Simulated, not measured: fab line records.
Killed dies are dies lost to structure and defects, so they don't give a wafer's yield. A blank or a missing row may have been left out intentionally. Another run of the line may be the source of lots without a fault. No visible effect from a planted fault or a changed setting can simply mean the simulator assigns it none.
The tool behind it: which one? | flow n5Finfet | 9 lots with 27 wafers sampled at 5 steps, on a route of 1938 steps

WHAT THE GAUGES SHOWED, per wafer
N5_BEOL_M4_RC_MEAS_101. Usual: DIBL_N 37.1 mV/V, standard deviation 2.6; DIBL_P 38 mV/V, standard deviation 3; IOFF_N 0.18 nA/um, standard deviation 0.052; IOFF_P 0.25 nA/um, standard deviation 0.06; ION_N 678 uA/um, standard deviation 15; ION_P 467 uA/um, standard deviation 8.6; SS_N 71.7 mV/dec, standard deviation 0.73; SS_P 73.7 mV/dec, standard deviation 0.89; VT_N 249 mV, standard deviation 4.3; VT_P -248 mV, standard deviation 3.8.
lot  | measured     | on        | DIBL_N (mV/V)  | DIBL_P (mV/V) | IOFF_N (nA/um) | IOFF_P (nA/um) | ION_N (uA/um) | ION_P (uA/um) | SS_N (mV/dec)  | SS_P (mV/dec)  | VT_N (mV)   | VT_P (mV)      | flag
L224 | day 10 15:06 | prober-01 | 33.4 32.1 32.3 | 34 32 33      | 0.13 0.12 0.10 | 0.20 0.16 0.17 | 648 659 648   | 455 458 454   | 72.0 70.9 70.4 | 72.2 71.6 71.5 | 254 253 260 | -247 -252 -251 | 
L231 | day 12 01:53 | prober-02 | 37.1 38.0 34.7 | 39 41 37      | 0.18 0.21 0.14 | 0.24 0.29 0.21 | 674 686 667   | 463 476 463   | 72.0 71.8 70.5 | 74.2 74.3 73.3 | 250 249 252 | -248 -247 -247 | 
L234 | day 14 00:48 | prober-02 | 35.7 35.8 34.1 | 36 39 35      | 0.15 0.15 0.13 | 0.21 0.27 0.20 | 657 663 658   | 456 469 461   | 70.7 71.8 71.4 | 73.2 73.0 72.5 | 250 251 253 | -249 -248 -252 | 
L238 | day 14 04:21 | prober-02 | 38.4 38.2 38.4 | 40 39 41      | 0.22 0.21 0.22 | 0.28 0.25 0.30 | 711 687 685   | 479 465 471   | 72.2 71.8 72.6 | 73.7 73.8 74.4 | 246 247 246 | -248 -250 -246 | 
L239 | day 14 05:19 | prober-01 | 34.6 38.4 40.5 | 36 38 41      | 0.12 0.18 0.23 | 0.22 0.24 0.32 | 669 671 693   | 471 469 476   | 71.3 71.9 72.6 | 73.4 73.8 74.8 | 256 250 246 | -249 -248 -243 | 
L237 | day 14 11:16 | prober-02 | 36.4 32.7 35.0 | 36 31 33      | 0.15 0.10 0.13 | 0.20 0.17 0.17 | 684 666 664   | 466 463 455   | 71.6 70.4 71.5 | 73.5 72.9 72.6 | 252 257 257 | -252 -253 -254 | 
L241 | day 14 14:53 | prober-02 | 36.8 37.6 42.1 | 38 39 43      | 0.15 0.18 0.30 | 0.25 0.29 0.40 | 675 680 712   | 469 478 482   | 71.2 71.5 72.6 | 73.1 73.6 75.5 | 253 247 241 | -245 -245 -240 | 
L244 | day 15 15:13 | prober-02 | 38.0 33.1 35.1 | 38 34 35      | 0.18 0.10 0.13 | 0.25 0.17 0.18 | 675 655 666   | 464 458 455   | 72.1 70.9 71.4 | 73.6 73.0 73.5 | 250 258 253 | -248 -255 -253 | 
L246 | day 16 07:49 | prober-02 | 36.5 37.0 38.3 | 39 39 41      | 0.19 0.19 0.23 | 0.26 0.26 0.30 | 704 674 700   | 484 462 477   | 71.2 72.0 71.3 | 74.6 73.8 74.7 | 244 248 245 | -243 -248 -248 | 

N5_BEOL_M11_CD_MEAS_35 targets a cd of 70 nm. Usual: cdNm reads 69.7 nm (standard deviation 0.91).
lot  | measured     | on       | cdNm (nm)      | flag
L224 | day 13 11:10 | cdSem-01 | 70.4 69.2 67.7 | 
L231 | day 14 17:06 | cdSem-03 | 70.3 71.0 70.8 | 
L234 | day 16 11:01 | cdSem-01 | 70.3 70.2 70.0 | 
L238 | day 16 19:19 | cdSem-02 | 67.6 68.3 67.9 | 
L239 | day 16 18:52 | cdSem-02 | 69.0 69.6 70.9 | 
L237 | day 17 03:52 | cdSem-02 | 69.7 70.4 70.4 | 
L241 | day 17 06:38 | cdSem-03 | 69.3 69.7 69.2 | 
L244 | day 18 11:15 | cdSem-02 | 70.9 69.1 70.4 | 
L246 | day 19 01:29 | cdSem-02 | 70.3 69.6 69.9 | 

WHAT TOOL EACH LOT RAN ON (gives the tool, then ch and the chambers of the sampled wafers, and finally the start)
lot  | N5_BEOL_M11_HM_OPEN_17           | N5_BEOL_M11_DESCUM_33             | N5_BEOL_M11_STRIP_36
L224 | rieMetal-01 ch 0,1, day 13 07:35 | rieDiel-06 ch 1,3, day 13 10:31   | rieDiel-06 ch 1,3, day 13 10:47
L231 | rieMetal-02 ch 0,1, day 14 15:19 | rieDiel-06 ch 0,2,3, day 14 16:28 | rieDiel-06 ch 0,2,3, day 14 16:44
L234 | rieMetal-01 ch 0, day 16 08:16   | rieDiel-06 ch 0,2, day 16 10:22   | rieDiel-06 ch 0,2, day 16 10:38
L238 | rieMetal-02 ch 0,1, day 16 16:48 | rieDiel-06 ch 0,2,3, day 16 18:40 | rieDiel-06 ch 0,2,3, day 16 18:56
L239 | rieMetal-03 ch 0,1, day 16 17:02 | rieDiel-06 ch 0,1, day 16 18:13   | rieDiel-06 ch 0,1, day 16 18:29
L237 | rieMetal-01 ch 0,1, day 17 02:39 | rieDiel-06 ch 0,2, day 17 03:13   | rieDiel-06 ch 0,2, day 17 03:29
L241 | rieMetal-03 ch 0,1, day 17 02:49 | rieDiel-03 ch 0,1,2, day 17 05:59 | rieDiel-03 ch 0,1,2, day 17 06:16
L244 | rieMetal-02 ch 1, day 18 06:34   | rieDiel-02 ch 0,1,3, day 18 10:36 | rieDiel-02 ch 0,1,3, day 18 10:52
L246 | rieMetal-01 ch 0,1, day 18 23:24 | rieDiel-06 ch 0,1,3, day 19 00:50 | rieDiel-06 ch 0,1,3, day 19 01:07
- N5_BEOL_M11_HM_OPEN_17: chemistry Cl2/BCl3, target TiN, target depth 20 nm, overetch 6 nm.
- N5_BEOL_M11_DESCUM_33: chemistry O2, time 7.9 s.
- N5_BEOL_M11_STRIP_36: strips in N2/H2.

WHAT THE TOOLS THEMSELVES READ (means of the sampled wafers that have a number; where no wafer has one, the mark that the record gives instead)
N5_BEOL_M11_HM_OPEN_17. Usual: drypumpMotorCurrentA 5.7 A, standard deviation 0.37; oesProductAu 0.66 a.u., standard deviation 0.064; throttleValvePct 22.08 %, standard deviation 0.25.
lot  | tool        | drypumpMotorCurrentA (A) | oesProductAu (a.u.) | throttleValvePct (%) | flag
L224 | rieMetal-01 | 5.6                      | 0.74                | 21.85                | 
L231 | rieMetal-02 | 6.1                      | 0.69                | 22.41                | 
L234 | rieMetal-01 | 5.0                      | 0.63                | 22.10                | 
L238 | rieMetal-02 | 6.1                      | 0.62                | 22.56                | 
L239 | rieMetal-03 | 5.7                      | 0.62                | 22.07                | 
L237 | rieMetal-01 | 5.6                      | 0.71                | 21.89                | 
L241 | rieMetal-03 | 5.7                      | 0.61                | 22.07                | 
L244 | rieMetal-02 | 6.0                      | 0.71                | 22.34                | 
L246 | rieMetal-01 | 5.3                      | 0.66                | 22.00                | 

N5_BEOL_M11_DESCUM_33. Usual: drypumpMotorCurrentA 5.7 A, standard deviation 0.38; o2FlowSccm 225.0 sccm, standard deviation 0.68; oesProductAu 0.82 a.u., standard deviation 0.085; rfVppV 243.2 V, standard deviation 1.5; showerheadPlenumPTorr 2.10 Torr, standard deviation 0.074; throttleValvePct 20.31 %, standard deviation 0.26.
lot  | tool       | drypumpMotorCurrentA (A) | o2FlowSccm (sccm) | oesProductAu (a.u.) | rfVppV (V) | showerheadPlenumPTorr (Torr) | throttleValvePct (%) | flag
L224 | rieDiel-06 | 5.5                      | 225.2             | 0.99                | 242.1      | 2.09                         | 20.03                | 
L231 | rieDiel-06 | 5.6                      | 225.1             | 0.81                | 242.3      | 2.07                         | 20.13                | 
L234 | rieDiel-06 | 5.5                      | 224.7             | 0.79                | 243.9      | 2.10                         | 20.05                | 
L238 | rieDiel-06 | 5.6                      | 225.4             | 0.80                | 243.7      | 2.06                         | 20.14                | 
L239 | rieDiel-06 | 6.0                      | 224.8             | 0.83                | 243.3      | 2.10                         | 20.24                | 
L237 | rieDiel-06 | 5.6                      | 225.8             | 0.79                | 243.6      | 2.09                         | 20.07                | 
L241 | rieDiel-03 | 6.1                      | 225.1             | 0.82                | 243.2      | 2.15                         | 20.47                | 
L244 | rieDiel-02 | 5.7                      | 224.0             | 0.78                | 243.3      | 2.08                         | 20.55                | 
L246 | rieDiel-06 | 5.7                      | 225.4             | 0.83                | 241.9      | 2.07                         | 20.20                | 

N5_BEOL_M11_STRIP_36. Usual: biasPowerW 6.999 W (standard deviation 0.024); chamberPressureMTorr 20.00 mTorr (standard deviation 0.04); drypumpMotorCurrentA 5.7 A (standard deviation 0.39); oesProductAu 0.82 a.u. (standard deviation 0.085); rfVppV 59.3 V (standard deviation 1.7); showerheadPlenumPTorr 2.54 Torr (standard deviation 0.098); throttleValvePct 23.5 % (standard deviation 0.4).
lot  | tool       | biasPowerW (W) | chamberPressureMTorr (mTorr) | drypumpMotorCurrentA (A) | oesProductAu (a.u.) | rfVppV (V) | showerheadPlenumPTorr (Torr) | throttleValvePct (%) | flag
L224 | rieDiel-06 | 6.982          | 20.04                        | 5.5                      | 0.98                | 60.7       | 2.54                         | 23.0                 | 
L231 | rieDiel-06 | 6.992          | 20.00                        | 5.6                      | 0.81                | 58.7       | 2.51                         | 23.1                 | 
L234 | rieDiel-06 | -              | -                            | -                        | -                   | -          | -                            | -                    | OFF
L238 | rieDiel-06 | -              | -                            | -                        | -                   | -          | -                            | -                    | OFF
L239 | rieDiel-06 | -              | -                            | -                        | -                   | -          | -                            | -                    | OFF
L237 | rieDiel-06 | 7.015          | 19.97                        | 5.6                      | 0.79                | 59.9       | 2.55                         | 23.2                 | 
L241 | rieDiel-03 | 6.980          | 19.99                        | 6.1                      | 0.83                | 58.3       | 2.59                         | 23.6                 | 
L244 | rieDiel-02 | 6.989          | 20.03                        | 5.7                      | 0.77                | 58.8       | 2.51                         | 23.9                 | 
L246 | rieDiel-06 | 6.996          | 20.06                        | 5.7                      | 0.84                | 61.0       | 2.50                         | 23.1                 | 

THE ANSWER, worked out from the rows above alone
Rule: take the mean of a lot's wafers that have a number; if it is more than 3 standard deviations from the usual mean, the lot is off. Also off: a lot with no number at a reading for which 4 or more lots have one. All remaining lots with rows at the step are treated as sound. After the gauges, taken in route order, come the tools' own readings; for these a lot's mean is taken, as printed above. At the first step where some lot is off, the reading lying furthest off is the one used; lots without a number count as furthest.
Off: L234, L238, L239, at N5_BEOL_M11_STRIP_36 (biasPowerW). Without a number there: L234, L238, L239.
A tool fits if, at that step or a process step before it, it ran every lot that is off, and no sound lot after the first of them. Not one of the candidates tried fits.

WHAT THE SIMULATOR PUT IN
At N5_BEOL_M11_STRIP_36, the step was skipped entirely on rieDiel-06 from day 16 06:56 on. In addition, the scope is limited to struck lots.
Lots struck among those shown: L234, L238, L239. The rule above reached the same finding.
